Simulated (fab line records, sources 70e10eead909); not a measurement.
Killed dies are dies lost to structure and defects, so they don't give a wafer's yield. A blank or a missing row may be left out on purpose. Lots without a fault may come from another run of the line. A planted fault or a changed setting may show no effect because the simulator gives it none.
A struck lot beside a sound one | flow nand_harc | 14 steps out of a route of 1159
Sound: wafers L614.4, L614.5, L614.6. Struck: wafer L622.4. (L622.1, L622.2 of the same lot were not struck and are left out.) The cause comes at the end.
At each step with rows: each side's tool, then ch and its chambers, then its first start. Under that, the readings that differ: sound wafers | struck wafers | difference of the means | sigmas: that difference in standard deviations of wafers without a fault.
alike: readings whose means differ by less than 2 such deviations, and words and numbers that are the same on both sides. not compared: withheld readings, readings that some wafer has no value for, bounds like >300 that may hide the same value, and numbers for which the record gives no deviation and whose values overlap.
The two part at a step that has a row with sigmas, a row that says differs or no value, or rows on one side only. Numbers that don't overlap but have no deviation are shown without sigmas and don't part them. A reading that every wafer of one side lacks parts them only if that side has two wafers or more.

NHARC_A_SLIT_ETCH_26: etches the open film in C4F8/O2/Ar, time 90 s, target depth 400 nm.
  sound on har_etch-02 ch 0,1, day 15 10:17; struck on har_etch-01 ch 0, day 18 03:59
  alike: drypump_motor_current_A, showerhead_plenum_p_Torr, throttle_valve_pct
  not compared: rf_hours_counter_h
then, 1 step without rows for these wafers: NHARC_A_SLIT_STRIP_28 (strips in O2/COS).
NHARC_A_SLIT_ETCH_29: etches the open film in CF4/O2, target depth 100 nm, overetch 10 nm, time 55 s.
  sound on rie_diel-07 ch 1,2, day 15 10:50; struck on rie_diel-13 ch 2, day 18 04:35
  reading                         | sound                | struck | difference | sigmas
  rf_vpp_V (V)                    | 200.4 197.2 199.5    | 195.7  | -3.3       | -2
  showerhead_plenum_p_Torr (Torr) | 1.36 1.36 1.43       | 1.25   | -0.13      | -3
  throttle_valve_pct (%)          | 13.410 13.401 13.405 | 13.388 | -0.017     | -2
  alike: drypump_motor_current_A, oes_product_au
  not compared: rf_hours_counter_h
NHARC_A_SLIT_STRIP_18: strips in O2.
  sound on rie_diel-07 ch 0,1; struck on rie_diel-13 ch 2
  reading                | sound                | struck | difference | sigmas
  throttle_valve_pct (%) | 17.025 17.036 17.046 | 17.017 | -0.019     | -2
  alike: drypump_motor_current_A, oes_product_au, rf_vpp_V, showerhead_plenum_p_Torr
  not compared: rf_hours_counter_h
then, 2 steps without rows for these wafers: NHARC_A_SLIT_PRECLEAN_19 (cleans in SC1); NHARC_A_SLIT_SRD_20.
NHARC_A_SLIT_CD_MEAS_21:
  sound on cd_sem-03, day 15 11:23; struck on cd_sem-03, day 18 05:07
  alike: cd_nm
then, 3 steps without rows for these wafers: NHARC_A_SIN_REMOVE_WET_00 (chemistry H3PO4, time 15300 s); NHARC_A_SIN_REMOVE_PRECLEAN_01 (cleans in SC1); NHARC_A_SIN_REMOVE_SRD_02.
NHARC_A_SIN_REMOVE_INSPECT_04:
  sound on defect_inspect-02, day 15 17:16; struck on defect_inspect-02, day 18 11:08
  alike: raw_defect_count
NHARC_A_WL_FILL_ALD_00: deposits Al2O3, target thk 3 nm, pulse time 3 s, ald cycles 30.
  sound on ald_hk-04 ch 0,1,3, day 15 17:25; struck on ald_hk-04 ch 2, day 18 11:12
  reading            | sound       | struck | difference | sigmas
  ald_cycles         | 30 30 30    | 31     | +1         |
  heater_power_w (W) | 463 383 468 | 515    | +77        | +2
  alike: precursor_pulse_height_rel
NHARC_A_WL_FILL_RTA_01: time 5 s.
  sound on rtp_anneal-01 ch 0, day 15 17:52; struck on rtp_anneal-01 ch 0, day 18 11:30
  reading          | sound                | struck | difference | sigmas
  wafer_temp_C_max | 1003.6 1003.8 1003.5 | 1006.2 | +2.6       | +3
  alike: lamp_power_pct, lamp_zone_1_pct, lamp_zone_4_pct
-- the record jumps here: 5 days lie between the struck wafers' starts before and after (it left off in module A_WL_FILL and takes up again in module END, whose first step shown is number 1159 of the route) --
NHARC_END_SORT_01:
  sound on prober-01 ch 0, day 20 20:00; struck on prober-01 ch 0, day 23 04:31
  alike: killed_at_array, killed_at_other, killed_at_periphery, killed_dies, killed_open, killed_short

WHERE THEY PART
First at NHARC_A_SLIT_ETCH_29; last, within this record, at NHARC_A_WL_FILL_RTA_01. Later steps at which nothing parts them and some readings are alike: NHARC_END_SORT_01.

WHY: what the simulator had put in
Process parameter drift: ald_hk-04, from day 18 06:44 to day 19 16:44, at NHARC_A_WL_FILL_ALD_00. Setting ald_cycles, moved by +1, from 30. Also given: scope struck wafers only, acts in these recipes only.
